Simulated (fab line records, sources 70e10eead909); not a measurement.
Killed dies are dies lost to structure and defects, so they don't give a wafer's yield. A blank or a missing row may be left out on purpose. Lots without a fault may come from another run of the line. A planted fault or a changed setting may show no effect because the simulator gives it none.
fab line records | flow nand_harc
record lots=11 wafers=33 last_day=25
route steps=1159 shown P_CONTACT@238 END@1159
lots that met no fault: from a run of the same line without faults
start_h: hours from the record's first day to the start of the lot's first wafer shown | wait_h: hours since the lot's step before | " the same as in the row above | L1.1+2: a row that stands for several wafers | - no value, or no start given | * or withheld: withheld | < > ~ a bound
route shown NAME@n: a module of which the file shows steps, and the number in the route of the first | usual: mean/standard deviation of fault-free wafers | same: alike in all rows | chamber/n: place in a boat | sites: the reading at each site | _std_site: their standard deviation | _edge_site: outer sites' mean less inner sites' | radius_mm: how far each site lies from the wafer's centre | mask NAME#n: copy n | behind: the tool/chamber that last shaped the wafer | hold: why the lot was held/for how many hours/how that ended | device: the transistor (n, p or np) that didn't switch | end of line: the same wafers' tests at the end of the route | a step without rows: its recipe alone | killed: dies lost to structure and defects at the first sort, not the wafer's yield | map: a wafer's dies, x killed, . not, _ none there
set.NAME: the setting as run; set.NAME@STEP: as run at that earlier step | model.NAME: the simulator's own value behind a step, which no gauge read
steps of the route over a sample of lots; a table a step, a row a wafer
services: from which hour (start_h, from the record's first day; less than 0 if before it) a tool's chamber was out of use, for how many hours, and why
## steps
# step NHARC_P_CONTACT_ETCH_18
# recipe target_depth_a=4810 time_s=240.5 c4f8_flow_sccm=20 o2_flow_sccm=10 ar_flow_sccm=withheld rf_w=600 bias_w=1500 chemistry=C4F8/O2/Ar
# usual oes_product_au=0.960/0.016 rf_fwd_power_W=598.3/1.8 rf_vpp_V=978/5.1
# columns lot.wafer tool chamber start_h wait_h oes_product_au rf_fwd_power_W rf_hours_counter_h rf_vpp_V
L801.1 rie_diel-11 0 - - 0.939 596.7 10 971
L801.3 " 2 " " 0.944 596.3 9 983
L801.4 " 3 " " 0.944 594.6 - 980
L802.3 rie_diel-11 3 - - 0.948 601.1 10 981
L802.4 " 2 " " 0.935 598.4 - 984
L802.5 " 0 " " 0.921 595.7 - 971
L805.1 rie_diel-11 2 - - 0.952 602.4 13 983
L805.3 " 0 " " 0.963 597.3 13 970
L805.6 " 2 " " 0.961 601.1 - 982
L804.4 rie_diel-11 2 - - 0.955 599.1 13 984
L804.1 " 3 " " 0.940 597.0 13 981
L804.2 " 1 " " 0.932 595.0 9 981
L806.3 rie_diel-07 0 - - 0.960 601.3 7 984
L806.1 " 1 " " 0.963 600.1 8 973
L806.5 " 3 " " 0.975 594.4 - 980
L808.2 rie_diel-11 0 - - 0.941 595.0 15 971
L808.3 " 2 " " 0.955 600.2 15 982
L808.4 " 3 " " 0.949 597.1 15 982
L807.4 rie_diel-07 1 - - 0.979 596.1 8 972
L807.1 " 3 " " 0.959 599.5 9 980
L807.5 " 2 " " 0.960 599.7 - 975
L813.1 rie_diel-07 1 - - 0.983 600.7 12 972
L813.3 " 3 " " 0.950 598.9 12 981
L813.5 " 2 " " 0.949 595.6 - 974
L818.1 rie_diel-07 2 - - 0.971 597.3 15 975
L818.2 " 3 " " 0.959 596.4 16 981
L818.6 " 0 " " 0.959 599.4 - 984
L822.4 rie_diel-07 0 - - 0.962 598.8 0 984
L822.1 " 2 " " 0.978 597.3 0 975
L822.6 " 3 " " 0.975 595.2 - 980
L823.3 rie_diel-11 3 - - 0.939 597.3 5 980
L823.4 " 0 " " 0.945 598.0 - 971
L823.5 " 3 " " 0.938 599.9 - 982
# step NHARC_P_CONTACT_STRIP_28
# recipe o2_flow_sccm=500 ar_flow_sccm=0 bias_w=0 chemistry=O2
# usual drypump_motor_current_A=5.7/0.5 oes_product_au=0.996/0.0098 rf_vpp_V=57.6/0.88 showerhead_plenum_p_Torr=3.51/0.12 throttle_valve_pct=17.036/0.0097
# columns lot.wafer tool chamber start_h wait_h drypump_motor_current_A oes_product_au rf_hours_counter_h rf_vpp_V showerhead_plenum_p_Torr throttle_valve_pct
L801.4 rie_diel-07 2 104.65 0.1 5.4 0.997 5 58.3 3.44 17.044
L801.3 " 3 " " 5.3 0.997 5 58.2 3.59 17.030
L801.1 " 0 " " 6.3 0.998 3 57.7 3.68 17.035
L802.3 rie_diel-11 0 115.90 0.1 6.6 0.986 11 57.6 3.35 17.028
L802.4 " 0 " " 6.6 0.982 - 57.5 3.35 17.034
L802.5 " 2 " " 5.8 1.000 - 58.3 3.64 17.018
L805.1 rie_diel-07 2 130.90 0.1 5.4 1.009 7 57.2 3.44 17.031
L805.3 " 3 " " 5.3 0.999 7 57.2 3.59 17.029
L805.6 " 0 " " 6.3 0.997 - 57.9 3.68 17.044
L804.4 rie_diel-07 3 131.27 0.1 5.3 0.997 7 57.2 3.59 17.045
L804.1 " 0 " " 6.3 1.006 6 58.8 3.68 17.026
L804.2 " 2 " " 5.4 0.996 7 57.7 3.44 17.019
L806.3 rie_diel-07 3 142.75 0.1 5.3 0.997 8 57.6 3.59 17.029
L806.1 " 0 " " 6.3 1.003 7 57.8 3.68 17.046
L806.5 " 2 " " 5.4 1.005 - 58.7 3.44 17.028
L808.3 rie_diel-11 2 148.48 0.1 5.8 0.995 15 57.6 3.64 17.032
L808.2 " 3 " " 5.8 0.986 15 57.7 3.60 17.029
L808.4 " 0 " " 6.6 0.991 16 59.4 3.35 17.030
L807.1 rie_diel-11 1 149.19 0.1 5.7 0.989 11 57.3 3.56 17.049
L807.4 " 2 " " 5.8 1.012 15 57.3 3.64 17.035
L807.5 " 0 " " 6.6 0.993 - 57.0 3.35 17.035
L813.1 rie_diel-06 3 187.96 0.1 6.0 0.992 42 56.9 3.31 17.032
L813.3 " 1 " " 6.0 1.004 38 57.2 3.58 17.027
L813.5 " 1 " " 6.0 1.002 - 55.7 3.58 17.038
L818.2 rie_diel-07 3 212.68 0.1 5.3 0.996 16 57.8 3.59 17.019
L818.1 " 0 " " 6.3 1.008 15 57.2 3.68 17.021
L818.6 " 0 " " 6.4 1.000 - 57.4 3.68 17.037
L822.1 rie_diel-11 0 239.87 0.1 6.6 0.990 5 57.0 3.34 17.038
L822.4 " 2 " " 5.8 0.992 - 59.2 3.63 17.029
L822.6 " 0 " " 6.5 0.989 - 57.0 3.34 17.027
L823.3 rie_diel-11 2 241.05 0.1 5.8 0.994 5 58.1 3.63 17.061
L823.4 " 2 " " 5.8 0.982 - 58.8 3.63 17.035
L823.5 " 0 " " 6.6 0.997 - 58.6 3.34 17.043
# step NHARC_P_CONTACT_ALD_22
# recipe target_thk_a=30 pulse_time_s=1 ald_cycles=150 temp_c=450 material=TiN
# usual heater_power_w=1103/130 precursor_pulse_height_rel=1.001/0.021
# columns lot.wafer tool chamber start_h wait_h heater_power_w precursor_pulse_height_rel
L801.1 ald_metal-04 1 105.55 - 1063 1.026
L801.4 " 2 " " 1239 1.066
L801.3 " 3 " " 1023 1.011
L802.4 ald_metal-04 0 116.94 - 1050 0.984
L802.3 " 2 " " 1254 1.004
L802.5 " 0 " " 1038 0.985
L805.3 ald_metal-03 0 131.75 - 1271 0.984
L805.1 " 1 " " 1107 0.997
L805.6 " 1 " " 1119 1.036
L804.4 ald_metal-02 0 132.17 - 1189 1.000
L804.2 " 1 " " 1271 0.999
L804.1 " 2 " " 1278 0.992
L806.1 ald_metal-02 3 143.65 - 1007 1.012
L806.3 " 0 " " 1157 0.993
L806.5 " 1 " " 1268 1.000
L808.4 ald_metal-04 2 149.38 - 1231 1.027
L808.2 " 3 " " 1025 1.002
L808.3 " 0 " " 1017 1.024
L807.1 ald_metal-02 3 150.06 - 1039 1.014
L807.4 " 1 " " 1226 0.992
L807.5 " 2 " " 1283 1.010
L813.3 ald_metal-04 0 188.87 - 1039 0.970
L813.1 " 3 " " 1059 1.014
L813.5 " 1 " " 1042 0.970
L818.2 ald_metal-04 2 213.56 - 1230 1.004
L818.1 " 1 " " 1049 0.980
L818.6 " 2 " " 1230 1.042
L822.1 ald_metal-03 1 240.76 - 1147 0.984
L822.4 " 2 " " 950 0.988
L822.6 " 0 " " 1219 0.989
L823.3 ald_metal-02 0 241.98 - 1126 1.005
L823.4 " 1 " " 1260 1.024
L823.5 " 0 " " 1124 0.992
# step NHARC_P_CONTACT_CVD_23
# recipe target_thk_a=2000 temp_c=300 pressure_torr=40 wf6_flow_sccm=40 h2_flow_sccm=1600 ar_flow_sccm=1560 time_s=557 material=W
# usual chamber_pressure_Torr=40.00/0.093 heater_power_w=472/24 mfc_wf6_sccm=39.99/0.12 throttle_valve_pct=8.1/0.32
# columns lot.wafer tool chamber start_h wait_h chamber_pressure_Torr heater_power_w mfc_wf6_sccm throttle_valve_pct
L801.1 cvd_w-02 1 107.38 - 40.08 498 39.80 8.1
L801.3 " 1 " " 39.97 490 39.78 8.1
L801.4 " 0 " " 39.92 450 40.16 8.6
L802.4 cvd_w-02 0 117.49 - 40.00 444 39.97 8.4
L802.3 " 1 " " 39.82 497 40.15 8.2
L802.5 " 0 " " 39.94 448 40.11 8.6
L805.1 cvd_w-02 1 134.20 - 39.95 497 39.97 8.4
L805.3 " 0 " " 39.99 435 39.93 8.4
L805.6 " 1 " " 39.96 497 39.87 8.2
L804.1 cvd_w-02 1 134.74 - 40.15 509 39.96 8.0
L804.2 " 0 " " 40.06 436 39.99 8.4
L804.4 " 0 " " 40.05 440 39.95 8.3
L806.1 cvd_w-02 1 144.47 - 39.92 487 39.83 8.2
L806.3 " 1 " " 40.05 495 39.75 8.1
L806.5 " 0 " " 39.86 446 39.90 8.3
L808.2 cvd_w-01 1 149.56 - 39.97 462 39.99 8.2
L808.3 " 1 " " 40.09 466 40.11 8.1
L808.4 " 0 " " 40.06 493 40.06 7.7
L808.2 cvd_w-01 1 150.36 0.7 39.93 453 40.01 8.4
L808.3 " 1 " " 40.10 461 39.94 8.1
L808.4 " 0 " " 40.08 499 40.20 7.7
L807.1 cvd_w-02 1 150.24 - 40.10 499 39.97 8.3
L807.4 " 1 " " 40.03 499 40.00 8.2
L807.5 " 0 " " 40.19 446 40.02 8.6
L807.1 cvd_w-02 1 151.68 1.3 39.97 495 40.01 8.2
L807.4 " 1 " " 40.13 500 39.89 8.0
L807.5 " 0 " " 39.88 442 39.98 8.3
L813.1 cvd_w-02 1 192.39 - 39.83 499 40.20 8.3
L813.3 " 1 " " 39.76 497 40.07 8.4
L813.5 " 0 " " 40.01 448 40.10 8.2
L813.1 cvd_w-02 1 194.21 1.7 40.02 500 40.08 8.3
L813.3 " 1 " " 40.10 487 39.88 8.0
L813.5 " 0 " " 39.85 439 40.13 8.8
L818.2 cvd_w-02 0 216.96 - 40.06 433 40.00 8.7
L818.1 " 1 " " 39.87 489 39.79 8.1
L818.6 " 1 " " 39.83 490 39.78 7.9
L822.1 cvd_w-01 0 243.77 - 39.95 491 39.91 8.0
L822.4 " 1 " " 40.11 464 39.85 8.3
L822.6 " 0 " " 39.97 508 39.81 7.8
L823.3 cvd_w-01 1 244.83 - 40.01 460 39.84 8.2
L823.4 " 0 " " 39.91 489 39.92 7.7
L823.5 " 0 " " 39.89 504 39.90 7.7
# step NHARC_P_CONTACT_CMP_24
# recipe t_overpolish_s=30 target_thk_nm=200
# usual motor_current_A=11.8/1 overpolish_run_s=30.000/0.0083 time_to_endpoint_s=40.1/2.7
# columns lot.wafer tool chamber start_h wait_h motor_current_A overpolish_run_s time_to_endpoint_s
L801.3 cmp-01 2 108.03 0.4 11.2 30.001 40.8
L801.1 " 0 " " 12.4 30.011 38.9
L801.4 " 1 " " 12.8 30.017 43.3
L802.3 cmp-04 0 117.99 0.3 12.9 29.994 38.3
L802.4 " 1 " " 10.9 29.992 36.3
L802.5 " 3 " " 10.6 29.989 32.0
L805.1 cmp-03 2 134.87 0.6 13.1 29.992 41.2
L805.3 " 3 " " 11.9 29.986 38.6
L805.6 " 1 " " 10.8 29.995 40.8
L804.4 cmp-04 2 135.41 0.3 12.5 29.985 42.5
L804.1 " 3 " " 10.8 30.015 39.4
L804.2 " 0 " " 12.8 30.009 40.3
L806.1 cmp-04 1 145.16 0.6 11.3 29.997 41.3
L806.3 " 2 " " 12.8 29.998 38.8
L806.5 " 1 " " 11.4 30.004 41.9
L808.2 cmp-03 0 151.09 0.6 11.0 30.004 81.0
L808.3 " 1 " " 10.9 30.005 85.1
L808.4 " 3 " " 12.7 30.007 78.9
L807.4 cmp-01 0 152.56 0.6 12.7 29.994 82.7
L807.1 " 1 " " 12.9 29.988 81.2
L807.5 " 3 " " 12.0 29.994 80.2
L813.1 cmp-04 0 194.84 0.5 12.8 30.008 82.9
L813.3 " 1 " " 10.8 29.996 77.2
L813.5 " 0 " " 12.6 29.994 83.1
L818.2 cmp-04 0 217.65 0.6 13.1 29.992 46.3
L818.1 " 2 " " 12.5 30.007 45.2
L818.6 " 3 " " 10.3 30.010 41.6
L822.1 cmp-01 1 244.35 0.5 12.8 29.995 40.1
L822.4 " 3 " " 11.6 29.996 33.9
L822.6 " 0 " " 12.0 29.988 36.8
L823.4 cmp-03 1 245.30 0.3 10.4 30.011 41.6
L823.3 " 0 " " 10.4 29.997 43.4
L823.5 " 2 " " 14.0 29.996 39.5
# step NHARC_END_SORT_01
# recipe temp_c=25
# usual killed_at_array=27/11 killed_at_other=0.6/0.89 killed_at_periphery=3.0/2.4 killed_dies=31/12 killed_open=3.2/1.6 killed_short=2.0/1.5
# same gross_dies=677
# columns lot.wafer tool chamber start_h wait_h killed_at_array killed_at_other killed_at_periphery killed_dies killed_open killed_short
L807.1 prober-02 0 475.47 2.5 13 0 8 21 6 1
L807.4 prober-02 0 477.88 3.4 16 2 8 26 5 3
L807.5 prober-02 0 478.68 3.7 17 0 2 19 2 2
L813.1 prober-01 0 597.45 2.5 26 0 3 29 2 2
L813.3 prober-01 0 599.07 3.1 30 0 5 35 2 2
L813.5 prober-01 0 600.69 3.7 27 1 2 30 3 3
# killed by level:class
L807.1 A_CHANNEL_HOLE_D1:chamber_film_flake=7 P_M0:geometric_particle:open=3 P_STI:chamber_film_flake=3 A_CONTACT:chamber_film_flake=3 A_CHANNEL_FILL_D1:geometric_particle:open=2 P_CONTACT:geometric_particle:short=1 A_ONON_D1:geometric_particle:open=1 P_M2:chamber_film_flake=1
L807.4 A_CHANNEL_HOLE_D1:chamber_film_flake=6 A_CONTACT:chamber_film_flake=3 P_M0:geometric_particle:open=2 A_ONON_D1:geometric_particle:open=2 A_STAIRCASE:chamber_film_flake=2 A_SLIT:chamber_film_flake=2 THIN_TSV:chamber_film_flake=2 P_CONTACT:geometric_particle:short=1
L807.5 A_CHANNEL_HOLE_D1:chamber_film_flake=7 A_CONTACT:chamber_film_flake=5 A_ONON_D1:geometric_particle:short=1 A_WL_FILL:geometric_particle:open=1 A_CONTACT:geometric_particle:short=1 A_BLC:geometric_particle:open=1 P_ZERO_WELL:chamber_film_flake=1 P_STI:chamber_film_flake=1
L813.1 A_CHANNEL_HOLE_D1:chamber_film_flake=11 A_CONTACT:chamber_film_flake=6 A_WL_FILL:unspecified=3 A_CHANNEL_FILL_D1:geometric_particle:short=1 A_WL_FILL:geometric_particle:open=1 A_M1:geometric_particle:open=1 A_M1:geometric_particle:short=1 P_ZERO_WELL:chamber_film_flake=1
L813.3 A_CHANNEL_HOLE_D1:chamber_film_flake=13 A_CONTACT:chamber_film_flake=10 P_ZERO_WELL:chamber_film_flake=3 A_ONON_D1:geometric_particle:short=1 A_ONON_D1:geometric_particle:open=1 A_WL_FILL:geometric_particle:short=1 A_BLC:geometric_particle:open=1 P_M0:chamber_film_flake=1
L813.5 A_CHANNEL_HOLE_D1:chamber_film_flake=13 A_CONTACT:chamber_film_flake=5 A_WL_FILL:geometric_particle:short=2 P_M0:chamber_film_flake=2 A_STAIRCASE:chamber_film_flake=2 A_CHANNEL_FILL_D1:geometric_particle:open=1 A_WL_FILL:geometric_particle:open=1 A_CONTACT:geometric_particle:open=1
## services
# columns tool chamber start_h hours kind
cmp-01 - 81.63 4.0 pm
rie_diel-11 1 91.16 33.1 repair
cmp-04 - 103.66 1.4 repair
cvd_w-01 - 113.99 13.0 pm
cmp-01 - 121.33 1.1 repair
cvd_w-02 - 126.64 0.6 repair
cmp-01 - 137.35 0.7 repair
ald_metal-04 1 140.23 1.5 repair
cmp-01 - 143.86 4.0 repair
ald_metal-02 2 144.67 2.7 repair
cvd_w-02 - 151.33 0.3 repair
cmp-03 - 156.11 4.0 pm
cmp-01 - 171.43 2.1 repair
cmp-01 - 179.63 4.0 pm
ald_metal-02 - 186.00 10.0 pm
rie_diel-11 - 189.50 9.0 pm
cvd_w-02 - 199.09 13.0 pm
cmp-04 - 203.06 4.0 pm
ald_metal-02 3 208.49 30.2 repair
cvd_w-01 1 215.01 4.0 repair
cmp-04 - 222.83 1.5 repair
ald_metal-04 - 228.00 10.0 pm
rie_diel-07 - 228.20 9.0 pm
cvd_w-02 1 228.27 20.4 repair
## key
first_sign step=NHARC_P_CONTACT_CVD_23 reading=visit direction=added
effect step=NHARC_P_CONTACT_CMP_24 reading=time_to_endpoint_s direction=up sigmas=15 usual=* struck=*
met_at NHARC_P_CONTACT_CVD_23
struck_lots L807,L808,L813
tester_left_out L807,L808,L813
not_acting_at NHARC_P_CONTACT_ETCH_18,NHARC_P_CONTACT_STRIP_28,NHARC_P_CONTACT_ALD_22
fault kind=repeated_step_whole tool=cvd_w-01,cvd_w-02 chamber=- onset_h=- steps=NHARC_P_CONTACT_CVD_23 times=1 scope=struck_lots_only
# tester_left_out: of these lots the tester's yield and bins aren't shown, on N5 and GAA mostly nor the transistor test; their killed dies are dies lost to structure and defects alone, not to doping, threshold or leakage, so they don't give the yield
